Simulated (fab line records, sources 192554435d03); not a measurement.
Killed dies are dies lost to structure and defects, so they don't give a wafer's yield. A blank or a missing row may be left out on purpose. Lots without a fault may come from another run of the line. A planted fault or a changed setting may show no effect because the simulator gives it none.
fab line records | flow n5_finfet
record lots=3 wafers=9 last_day=18
route steps=1938 shown BEOL_M8@1393 BEOL_M9@1401 PASSIVATION@1936
lots that met no fault: from a run of the same line without faults
start_h: hours from the record's first day to the start of the lot's first wafer shown | wait_h: hours since the lot's step before | " the same as in the row above | L1.1+2: a row that stands for several wafers | - no value, or no start given | * or withheld: withheld | < > ~ a bound
route shown NAME@n: a module of which the file shows steps, and the number in the route of the first | usual: mean/standard deviation of fault-free wafers | same: alike in all rows | chamber/n: place in a boat | sites: the reading at each site | _std_site: their standard deviation | _edge_site: outer sites' mean less inner sites' | radius_mm: how far each site lies from the wafer's centre | mask NAME#n: copy n | behind: the tool/chamber that last shaped the wafer | hold: why the lot was held/for how many hours/how that ended | device: the transistor (n, p or np) that didn't switch | end of line: the same wafers' tests at the end of the route | a step without rows: its recipe alone | killed: dies lost to structure and defects at the first sort, not the wafer's yield | map: a wafer's dies, x killed, . not, _ none there
set.NAME: the setting as run; set.NAME@STEP: as run at that earlier step | model.NAME: the simulator's own value behind a step, which no gauge read
lots at some steps of the route; a table a step, a row a wafer
services: from which hour (start_h, from the record's first day; less than 0 if before it) a tool's chamber was out of use, for how many hours, and why
## steps
# step N5_BEOL_M8_ECD_50
# recipe material=Cu target_thk_a=3000
# step N5_BEOL_M8_ANNEAL_51
# recipe temp_c=225 time_s=90 ambient=N2
# step N5_BEOL_M8_CMP_52
# recipe stop_on=SiCOH_lowk t_overpolish_s=6.9 down_force_psi=1 platen_rpm=50 clearing_platen_down_force_psi=1.5 clearing_platen_rpm=50 post_cmp_clean=cu_alkaline target_thk_nm=80 clearing_platen_pad_velocity_m_s=0.99484 pad_velocity_m_s=0.99484
# step N5_BEOL_M8_PRE_CLEAN_55
# recipe gas=NH3 time_s=15 temp_c=withheld rf_power_w=300
# step N5_BEOL_M8_DEP_56
# recipe material=SiCN target_thk_a=100 temp_c=withheld precursor=3MS/NH3 pressure_torr=3 rf_w=202 time_s=17.5
# step N5_BEOL_M9_ILD_DEP_00
# recipe material=SiCOH_lowk target_thk_a=3085.1 temp_c=300 precursor=DEMS/porogen pressure_torr=5 rf_w=500 time_s=58
# step N5_BEOL_M9_CURE_71
# recipe temp_c=385 time_s=240 ambient=He/Ar material=SiCOH_lowk
# step N5_BEOL_M9_PECVD_70
# recipe material=SiO2 target_thk_a=200 temp_c=400 precursor=TEOS/O2 pressure_torr=5.5 rf_w=450 teos_flow_sccm=53.8 gas=O2 flow_sccm=3000 time_s=22.7
# step N5_BEOL_M9_HM_DEP_02
# recipe material=TiN target_thk_a=200 temp_c=25 chamber_pressure_pa=0.49996
# usual throttle_valve_pct=30.9/1.1
# columns lot.wafer tool chamber start_h wait_h throttle_valve_pct model.TiN_of_BEOL_M9_HM_DEP_02.thk_nm
L395.1 pvd_sputter-01 - 261.23 0.6 30.7 10.6
L395.3 " - " " 31.0 10.2
L395.6 " - " " 32.6 10.4
L398.2 pvd_sputter-02 - 302.10 1.3 31.7 20
L398.4 " - " " 30.3 20
L398.6 " - " " 30.5 19.8
L406.1 pvd_sputter-01 - 359.49 1.3 31.3 20.2
L406.3 " - " " 31.0 20
L406.4 " - " " 31.0 20
# step N5_BEOL_M9_COAT_59
# recipe resist=SOC temp_c=250 time_s=60 spin_rpm=1500 resist_thk_nm=100
# step N5_BEOL_M9_COAT_60
# recipe resist=SiARC temp_c=220 time_s=60 spin_rpm=1500 resist_thk_nm=30
# step N5_BEOL_M9_COAT_05
# recipe resist=CAR-ArF spin_rpm=1500 resist_thk_nm=90
# step N5_BEOL_M9_EBR_07
# recipe solvent=PGMEA ebr_width_mm=1.5
# step N5_BEOL_M9_SOFTBAKE_06
# recipe temp_c=110 time_s=60 resist=CAR-ArF
# step N5_BEOL_M9_EXPOSE_08
# recipe mask_id=M9 na=1.35 source_shape=dipole sigma_inner=0.411 sigma_outer=0.611 polarization=te dose_mj=53.75
# step N5_BEOL_M9_PEB_09
# recipe peb_temp_c=withheld peb_time_s=60 resist=CAR-ArF
# step N5_BEOL_M9_DEVELOP_10
# recipe develop_time_s=30 developer=TMAH resist=CAR-ArF rinse_liquid=diw dry=air_spin dev_temp_c=23
# step N5_BEOL_M9_DESCUM_16
# recipe chemistry=O2 time_s=7.9 source_power_w=50 bias_power_w=20 pressure_mtorr=20 rf_frequency_hz=2.712e+07 temp_c=40 resist=CAR-ArF o2_flow_sccm=225
# step N5_BEOL_M9_ETCH_61
# recipe chemistry=CF4 target=SiARC target_depth_a=390 mask_material=CAR-ArF time_s=65 ion_energy_ev=80 pressure_mtorr=40 source_w=545 bias_w=36 Ar_flow_sccm=100 cf4_flow_sccm=100 ends=cleared
# step N5_BEOL_M9_ETCH_62
# recipe chemistry=N2/H2 target=SOC target_depth_a=1100 overetch_a=220 mask_material=SiARC temp_c=40 time_s=165 ion_energy_ev=200 pressure_mtorr=30 source_w=840 bias_w=150 n2_flow_sccm=200 h2_flow_sccm=200
# step N5_BEOL_M9_STRIP_68
# recipe chemistry=N2/H2 temp_c=40 n2_flow_sccm=200 h2_flow_sccm=200 rf_frequency_hz=6e+07
# step N5_BEOL_M9_STRIP_67
# recipe chemistry=CF4 resist=SiARC power_w=300 bias_power_w=75 pressure_mtorr=50 cf4_flow_sccm=150 rf_frequency_hz=6e+07
# step N5_BEOL_M9_HM_OPEN_17
# recipe chemistry=Cl2/BCl3 target_depth_a=200 overetch_a=60 target=TiN mask_material=SOC ion_energy_ev=150 pressure_mtorr=10 icp_w=1000 bias_w=126 Cl2_flow_sccm=53.25 bcl3_flow_sccm=21.75 Ar_flow_sccm=25
# usual drypump_motor_current_A=6.00/0.24 oes_product_au=0.69/0.078 throttle_valve_pct=22.05/0.15
# columns lot.wafer tool chamber start_h wait_h drypump_motor_current_A oes_product_au rf_hours_counter_h throttle_valve_pct model.etch.depth_nm
L395.1 rie_metal-03 0 262.09 0.0 5.83 0.51 31 22.60 10.53
L395.3 " 1 " " 5.97 0.55 - 22.26 10.28
L395.6 " 0 " " 5.85 0.51 - 22.60 10.49
L398.2 rie_metal-03 0 302.83 0.0 5.85 0.68 34 22.31 19.92
L398.4 " 0 " " 5.84 0.69 - 22.31 19.93
L398.6 " 1 " " 5.99 0.74 - 21.96 19.77
L406.1 rie_metal-03 0 360.36 0.0 5.87 0.68 39 22.31 20.2
L406.3 " 0 " " 5.84 0.68 - 22.29 20.07
L406.4 " 1 " " 6.00 0.72 - 21.97 20.01
# step N5_BEOL_M9_STRIP_19
# recipe chemistry=O2 power_w=400 temp_c=40 pressure_mtorr=30 rf_frequency_hz=6e+07 bias_power_w=0 overash_fraction=0.2 o2_flow_sccm=225
# step N5_BEOL_M9_COAT_63
# recipe resist=SOC temp_c=250 time_s=60 spin_rpm=1500 resist_thk_nm=60
# step N5_BEOL_M9_COAT_64
# recipe resist=SiARC temp_c=220 time_s=60 spin_rpm=1500 resist_thk_nm=12
# step N5_BEOL_M9_COAT_75
# recipe resist=underlayer temp_c=205 time_s=60 spin_rpm=1500 resist_thk_nm=5
# step N5_BEOL_M9_COAT_22
# recipe resist=CAR-EUV spin_rpm=1500 resist_thk_nm=30
# step N5_BEOL_M9_EBR_24
# recipe solvent=PGMEA ebr_width_mm=1.5
# step N5_BEOL_M9_SOFTBAKE_23
# recipe temp_c=110 time_s=60 resist=CAR-EUV
# step N5_BEOL_M9_EXPOSE_25
# recipe mask_id=V8 na=0.33 source_shape=annular sigma_inner=0.4 sigma_outer=0.8 polarization=unpolarized dose_mj=37.25
# step N5_BEOL_M9_PEB_26
# recipe peb_temp_c=100 peb_time_s=60 resist=CAR-EUV
# step N5_BEOL_M9_DEVELOP_27
# recipe develop_time_s=30 developer=TMAH resist=CAR-EUV rinse_liquid=surfactant_rinse dry=air_spin dev_temp_c=23
# step N5_BEOL_M9_TRENCH_ETCH_37
# recipe chemistry=C4F6/O2 target_depth_a=1514.3 target=SiCOH_lowk time_s=49 ion_energy_ev=250 pressure_mtorr=30 source_w=345 bias_w=185 Ar_flow_sccm=300 C4F6_flow_sccm=10 O2_flow_sccm=10
# usual drypump_motor_current_A=5.5/0.51 oes_f_703_au=0.78/0.065 oes_product_au=0.78/0.073 rf_vpp_V=665/10 showerhead_plenum_p_Torr=2.86/0.066 throttle_valve_pct=20.95/0.19
# same time_s=49
# columns lot.wafer tool chamber start_h wait_h drypump_motor_current_A oes_f_703_au oes_product_au rf_hours_counter_h rf_vpp_V showerhead_plenum_p_Torr throttle_valve_pct model.TiN_of_BEOL_M9_HM_DEP_02.thk_nm
L395.1 rie_diel-04 0 - - 5.1 0.78 0.78 118 657 2.86 20.95 6.2
L395.3 " 1 " " 6.1 0.76 0.72 193 666 2.95 20.91 6.2
L395.6 " 0 " " 5.1 0.78 0.76 - 658 2.86 20.93 6.4
L398.2 rie_diel-06 3 - - 6.3 0.86 0.86 43 661 2.79 20.88 15.6
L398.4 " 0 " " 4.9 0.90 0.90 - 654 2.81 20.44 15.8
L398.6 " 3 " " 6.2 0.87 0.87 - 661 2.79 20.86 15.4
L406.1 rie_diel-06 2 - - 5.8 0.72 0.70 215 671 2.81 21.20 16.2
L406.3 " 0 " " 4.9 0.87 0.87 26 655 2.81 20.46 16
L406.4 " 3 " " 6.3 0.84 0.84 57 660 2.78 20.89 15.8
# step N5_PASSIVATION_PROBE_49
# usual defect_limited_yield=91.3/1.7 killed_at_M0_to_M3=33/9.9 killed_at_M4_up=14/6.4 killed_at_contacts=12/7 killed_at_front_end=41/13 killed_at_other=3.1/2.9 killed_dies=103/20 killed_open=67/14 killed_short=34/9.4 sort_bin_5_function=5.1/1.1 sort_bin_6_memory=3.2/0.79 sort_n_pass=1077/21 sort_yield_pct=91.2/1.7
# same gross_dies=1180 killed_at_back_side=0 sort_bin_4_leakage[%]=0 sort_bin_8_speed[%]=0
# columns lot.wafer tool chamber start_h wait_h defect_limited_yield[%] killed_at_M0_to_M3 killed_at_M4_up killed_at_contacts killed_at_front_end killed_at_other killed_dies killed_open killed_short sort_bin_5_function[%] sort_bin_6_memory[%] sort_n_pass sort_yield_pct[%]
L395.1 prober-02 - 317.36 0.0 89.7 43 20 5 50 3 121 77 37 6.0 3.6 1059 89.7
L395.3 prober-02 - 317.46 0.1 91.7 23 31 8 33 3 98 68 29 4.9 3.3 1082 91.7
L395.6 prober-02 - 317.61 0.3 90.3 25 17 13 60 0 115 63 42 5.4 3.1 1065 90.3
L398.4 prober-01 - 363.03 0.2 90.8 45 7 13 39 4 108 66 41 5.0 3.9 1072 90.8
L398.6 prober-01 - 363.13 0.3 85.8 57 12 25 62 11 167 102 64 7.9 5.8 1013 85.8
L406.1 prober-01 - 437.68 0.0 92.0 25 16 10 42 1 94 68 24 5.6 2.3 1086 92.0
L406.3 prober-01 - 437.78 0.1 91.4 26 6 17 49 3 101 60 40 5.3 2.7 1079 91.4
L406.4 prober-01 - 437.83 0.2 92.0 23 17 8 43 3 94 68 26 4.7 3.0 1086 92.0
# killed by level:class
L395.1 FIN_SAQP:geometric_particle:open=14 BEOL_M0_SAQP:geometric_particle:short=12 BEOL_M4:geometric_particle:open=11 BEOL_M1:geometric_particle:open=10 FIN_SAQP:geometric_particle:short=7 BEOL_M2:geometric_particle:open=6 HKMG_FIN:area_etch=6 MOL_CONTACT_COAG:geometric_particle:open=5
L395.3 BEOL_M4:geometric_particle:open=21 FIN_SAQP:geometric_particle:open=7 FIN_SAQP:geometric_particle:short=6 BEOL_M0_SAQP:geometric_particle:open=6 BEOL_M2:geometric_particle:open=6 MOL_CONTACT_COAG:geometric_particle:short=5 DUMMY_GATE:geometric_particle:open=4 GATE_CUT:geometric_particle:open=4
L395.6 FIN_SAQP:geometric_particle:short=16 FIN_SAQP:geometric_particle:open=12 BEOL_M4:geometric_particle:open=11 MOL_CONTACT_COAG:geometric_particle:open=10 BEOL_M2:geometric_particle:open=10 HKMG_FIN:area_etch=10 STI_FIN_REVEAL:geometric_particle:open=6 STARTING-WAFER:geometric_particle:short=5
L398.4 BEOL_M2:geometric_particle:open=16 GATE_CUT:geometric_particle:short=13 MOL_CONTACT_COAG:geometric_particle:open=10 BEOL_M3:geometric_particle:open=7 STI_FIN_REVEAL:geometric_particle:open=5 BEOL_M0_SAQP:geometric_particle:short=5 BEOL_M1:geometric_particle:open=5 STARTING-WAFER:geometric_particle:open=5
L398.6 BEOL_M0_SAQP:geometric_particle:short=20 STI_FIN_REVEAL:geometric_particle:open=20 MOL_CONTACT_COAG:geometric_particle:open=20 BEOL_M0_SAQP:geometric_particle:open=14 FIN_SAQP:geometric_particle:open=9 FIN_SAQP:geometric_particle:short=9 GATE_CUT:geometric_particle:short=7 BEOL_M2:geometric_particle:open=7
L406.1 FIN_SAQP:geometric_particle:open=16 FIN_SAQP:geometric_particle:short=9 STI_FIN_REVEAL:geometric_particle:open=9 MOL_CONTACT_COAG:geometric_particle:open=8 BEOL_M0_SAQP:geometric_particle:open=8 BEOL_M0_SAQP:geometric_particle:short=7 BEOL_M4:geometric_particle:open=6 BEOL_M2:geometric_particle:open=4
L406.3 MOL_CONTACT_COAG:geometric_particle:open=14 STI_FIN_REVEAL:geometric_particle:open=13 BEOL_M0_SAQP:geometric_particle:short=11 FIN_SAQP:geometric_particle:open=9 FIN_SAQP:geometric_particle:short=8 STARTING-WAFER:geometric_particle:short=5 DUMMY_GATE:geometric_particle:open=3 MOL_CONTACT_COAG:geometric_particle:short=3
L406.4 FIN_SAQP:geometric_particle:open=14 STI_FIN_REVEAL:geometric_particle:open=9 BEOL_M0:geometric_particle:open=6 MOL_CONTACT_COAG:geometric_particle:open=5 BEOL_M0_SAQP:geometric_particle:short=5 GATE_CUT:geometric_particle:short=4 BEOL_M0_SAQP:geometric_particle:open=4 BEOL_M1:geometric_particle:open=4
## services
# columns tool chamber start_h hours kind
rie_diel-06 0 244.91 - clean
rie_diel-06 0 244.91 - consumable_replace:focus_ring
rie_diel-06 0 244.91 17.9 scheduled_down
rie_diel-06 0 244.91 17.9 vent_cycle
pvd_sputter-02 - 269.38 29.2 repair
rie_diel-06 1 295.74 3.9 repair
rie_diel-06 1 303.97 8.4 repair
rie_diel-06 0 337.93 3.2 repair
rie_diel-04 3 342.35 3.4 repair
rie_diel-04 0 359.94 1.7 repair
## key
first_sign none at tools or gauges
model_effect step=N5_BEOL_M9_HM_DEP_02 value=TiN_of_BEOL_M9_HM_DEP_02.thk_nm without=19.93 struck=10.4
model_effect step=N5_BEOL_M9_HM_OPEN_17 value=etch.depth_nm without=19.92 struck=10.43
model_effect step=N5_BEOL_M9_TRENCH_ETCH_37 value=TiN_of_BEOL_M9_HM_DEP_02.thk_nm without=15.73 struck=6.267
met_at N5_BEOL_M9_HM_DEP_02
struck_wafers L395.1,L395.3,L395.6
baseline_loss step=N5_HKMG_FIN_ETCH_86 wafers=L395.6
fault kind=process_parameter_drift tool=pvd_sputter-01 chamber=- onset_h=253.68 steps=N5_BEOL_M9_HM_DEP_02 channel=target_thk_a offset=* shape=step end_h=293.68 scope=struck_wafers_only acts_in=* stated=*
# baseline_loss: these wafers lose ten dies or more at that step, a loss of the line's own and not of a fault; the sort's usual values leave them out
